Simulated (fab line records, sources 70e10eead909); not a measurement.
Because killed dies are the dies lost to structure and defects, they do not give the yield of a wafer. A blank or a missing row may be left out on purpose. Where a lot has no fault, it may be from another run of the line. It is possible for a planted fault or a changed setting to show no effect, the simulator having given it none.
Chamber matching :: flow nand-harc :: pecvd-01 running NHARC_A_CONTACT_DEP_58: 3 sister chambers
The step deposits SiON, target thk 60 nm. 14 wafers are shown with their chamber, then 7 later ones without.

EACH WAFER AND ITS CHAMBER
wafer: L074.1
chamber: 0
heater-power-w (W): 776

wafer: L074.5
chamber: 2
heater-power-w (W): 806

wafer: L074.6
chamber: 1
heater-power-w (W): 850

wafer: L079.1
chamber: 0
heater-power-w (W): 763

wafer: L079.2
chamber: 1
heater-power-w (W): 830

wafer: L079.3
chamber: 2
heater-power-w (W): 778

wafer: L078.1
chamber: 1
heater-power-w (W): 789

wafer: L078.2
chamber: 2
heater-power-w (W): 863

wafer: L078.6
chamber: 0
heater-power-w (W): 756

wafer: L076.2
chamber: 0
heater-power-w (W): 794

wafer: L076.4
chamber: 2
heater-power-w (W): 723

wafer: L076.6
chamber: 1
heater-power-w (W): 719

wafer: L085.2
chamber: 0
heater-power-w (W): 705

wafer: L085.4
chamber: 0
heater-power-w (W): 736

SIGNATURES (means of the wafers above)
reading: heater-power-w
chamber 0: 755.00
chamber 1: 797.00
chamber 2: 792.50
scatter within a chamber: 47.8
Rule: a wafer lies at a distance from a chamber equal to the root of the sum of squares, over the readings, of (its reading less the chamber's mean, divided by the reading's scatter). If the next closest chamber is less than 2 further off than the closest, the wafer can't be placed; otherwise it belongs to the closest. How the scatter is found: for the shown wafers, subtract from each reading the mean of its chamber, square and add these, divide the total by (wafers less chambers), then take the root.

WAFERS WITH NO CHAMBER GIVEN
wafer: L085.6
heater-power-w (W): 734

wafer: L087.1
heater-power-w (W): 751

wafer: L087.4
heater-power-w (W): 736

wafer: L087.6
heater-power-w (W): 839

wafer: L097.3
heater-power-w (W): 699

wafer: L097.5
heater-power-w (W): 715

wafer: L097.6
heater-power-w (W): 845

WHICH CHAMBER EACH WENT THROUGH
wafer: L085.6
from the rows above: can't be placed: 0 or 2 or 1
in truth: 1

wafer: L087.1
from the rows above: can't be placed: 0 or 2 or 1
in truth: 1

wafer: L087.4
from the rows above: can't be placed: 0 or 2 or 1
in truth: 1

wafer: L087.6
from the rows above: can't be placed: 1 or 2 or 0
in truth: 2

wafer: L097.3
from the rows above: can't be placed: 0 or 2 or 1
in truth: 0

wafer: L097.5
from the rows above: can't be placed: 0 or 2 or 1
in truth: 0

wafer: L097.6
from the rows above: can't be placed: 1 or 2 or 0
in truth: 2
Placed correctly: 0 of 7. These rows do not allow placing 7 (true chamber among the candidates in 7). Placed wrongly: 0.
